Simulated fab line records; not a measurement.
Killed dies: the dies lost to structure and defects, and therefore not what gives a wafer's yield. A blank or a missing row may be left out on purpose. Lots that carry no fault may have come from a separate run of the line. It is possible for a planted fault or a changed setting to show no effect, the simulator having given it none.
Split-lot trial + flow n5-finfet + route with 1938 steps; 7 lots, 21 wafers read

## ABOUT THE SPLIT
At N5_BEOL_M10_COAT_63 (time 60 s, resist thk 100 nm), the setting spin-rpm was moved away from the recipe's 1500 rpm on 8 of the 21 wafers read, by -8.0% to +10.9%. All remaining wafers had this setting at the recipe value.

## FROM THE SPLIT TO THE READING: what the file shows between them, 8 steps
- N5_BEOL_M10_EXPOSE_25: exposes mask V9 (also split here: dose-mj)
- N5_BEOL_M10_PEB_26: peb time 60 s
- N5_BEOL_M10_DEVELOP_27: develop time 30 s
- N5_BEOL_M10_CD_MEAS_28: target cd 70 nm
- N5_BEOL_M10_DESCUM_33: chemistry O2, time 7.9 s
- N5_BEOL_M10_ETCH_65: etches SiARC in CF4, target depth 39 nm, time 65 s
- N5_BEOL_M10_ETCH_66: etches SOC in N2/H2, target depth 120 nm, overetch 24 nm, time 180 s
- N5_BEOL_M10_STRIP_69: strips in N2/H2

## THE READING
SOC_of_BEOL_M10_COAT_63.thk-nm (the simulator's own value, which no gauge read), in nm, at N5_BEOL_M10_VIA_ETCH_34 (etches SiCOH lowk in C4F6/O2, target depth 184.5 nm, time 69.2 s). The file does not state a usual value for it. Average 91.9 nm, standard deviation 0.31 nm, over the 13 wafers here run with the recipe.

| wafer  | tool, chamber at the split | spin-rpm as run, rpm | against the recipe | SOC_of_BEOL_M10_COAT_63.thk-nm, nm | against lot-mates on the recipe |
|--------|----------------------------|----------------------|--------------------|------------------------------------|---------------------------------|
| L074.1 | litho-track-02, 0          | 1380                 | -8.0%              | 96.2                               | +4.3                            |
| L074.4 | litho-track-02, 0          | 1500                 | recipe             | 91.6                               | -                               |
| L074.6 | litho-track-02, 0          | 1500                 | recipe             | 92.2                               | -                               |
| L075.1 | litho-track-01, 0          | 1500                 | recipe             | 92.4                               | -                               |
| L075.6 | litho-track-01, 0          | 1500                 | recipe             | 92.4                               | -                               |
| L075.3 | litho-track-01, 0          | 1500                 | recipe             | 92.2                               | -                               |
| L077.4 | litho-track-05, 0          | 1567                 | +4.5%              | 90                                 | -2.0                            |
| L077.5 | litho-track-05, 0          | 1567                 | +4.5%              | 89.8                               | -2.2                            |
| L077.6 | litho-track-05, 0          | 1500                 | recipe             | 92                                 | -                               |
| L079.3 | litho-track-02, 0          | 1500                 | recipe             | 91.8                               | -                               |
| L079.4 | litho-track-02, 0          | 1500                 | recipe             | 91.4                               | -                               |
| L079.5 | litho-track-02, 0          | 1500                 | recipe             | 91.6                               | -                               |
| L084.1 | litho-track-02, 0          | 1571                 | +4.7%              | 88.6                               | no lot-mate on the recipe       |
| L084.4 | litho-track-02, 0          | 1571                 | +4.7%              | 88.6                               | no lot-mate on the recipe       |
| L084.6 | litho-track-02, 0          | 1571                 | +4.7%              | 88.6                               | no lot-mate on the recipe       |
| L089.3 | litho-track-05, 0          | 1500                 | recipe             | 91.6                               | -                               |
| L089.4 | litho-track-05, 0          | 1574                 | +4.9%              | 89.6                               | -2.1                            |
| L089.5 | litho-track-05, 0          | 1500                 | recipe             | 91.8                               | -                               |
| L091.1 | litho-track-01, 0          | 1500                 | recipe             | 91.8                               | -                               |
| L091.2 | litho-track-01, 0          | 1664                 | +10.9%             | 86.8                               | -5.1                            |
| L091.6 | litho-track-01, 0          | 1500                 | recipe             | 92                                 | -                               |

THE FIT
A straight line over all 21 wafers: SOC_of_BEOL_M10_COAT_63.thk-nm changes by -0.525 nm for each +1% of spin-rpm; r = -0.97; the points scatter about the line by 0.46 nm.
The same after taking each lot's own level away (the mean of its wafers on the recipe; 18 wafers): -0.485 nm for each +1%; r = -0.99; scatter 0.19 nm.
The reading moves by 5.3 nm for the largest change in spin-rpm, on that fit.
The lots' own levels span 91.60 to 92.33 nm, that is 2.4 times the standard deviation above.
Hence the lot-to-lot level has little effect on the slope; both slopes agree.
Check: -5.39 nm against its lot-mates is what the line predicts for one of the wafers moved furthest among these (+10.9%) when that wafer is left out of the fit. It came out at -5.1 nm against them.

## ADDITIONAL SPLITS CARRIED BY THESE WAFERS
Other splits were also applied to these wafers ahead of the reading. Each is held against what the fit with the lots' levels taken away leaves over:
| other split on the same wafers | wafers away from the commonest value | r with SOC_of_BEOL_M10_COAT_63.thk-nm (lot level and that fit taken away) |
|--------------------------------|--------------------------------------|---------------------------------------------------------------------------|
| N5_BEOL_M9_ETCH_66 time-s      | 6                                    | -0.20                                                                     |
| N5_BEOL_M10_EXPOSE_25 dose-mj  | 4                                    | -0.14                                                                     |

## THE WHOLE CHAIN: every reading that the file lists as answering this split, in the file's order
| step                    | what it does                                                         | reading                                                                         | change (the file's fit)               | r (the file's) |
|-------------------------|----------------------------------------------------------------------|---------------------------------------------------------------------------------|---------------------------------------|----------------|
| N5_BEOL_M10_COAT_63     | time 60 s, resist thk 100 nm                                         | SOC_of_BEOL_M10_COAT_63.thk-nm (the simulator's own value, which no gauge read) | -0.466 nm for each +1% of the setting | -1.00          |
| N5_BEOL_M10_ETCH_66     | etches SOC in N2/H2, target depth 120 nm, overetch 24 nm, time 180 s | etch.depth-nm (the simulator's own value, which no gauge read)                  | -0.47 nm for each +1% of the setting  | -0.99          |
| N5_BEOL_M10_VIA_ETCH_34 | etches SiCOH lowk in C4F6/O2, target depth 184.5 nm, time 69.2 s     | SOC_of_BEOL_M10_COAT_63.thk-nm (the simulator's own value, which no gauge read) | -0.482 nm for each +1% of the setting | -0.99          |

## THE FILE'S OWN FIT
SOC_of_BEOL_M10_COAT_63.thk-nm changes by -0.482 nm for each +1% of spin-rpm, r = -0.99.
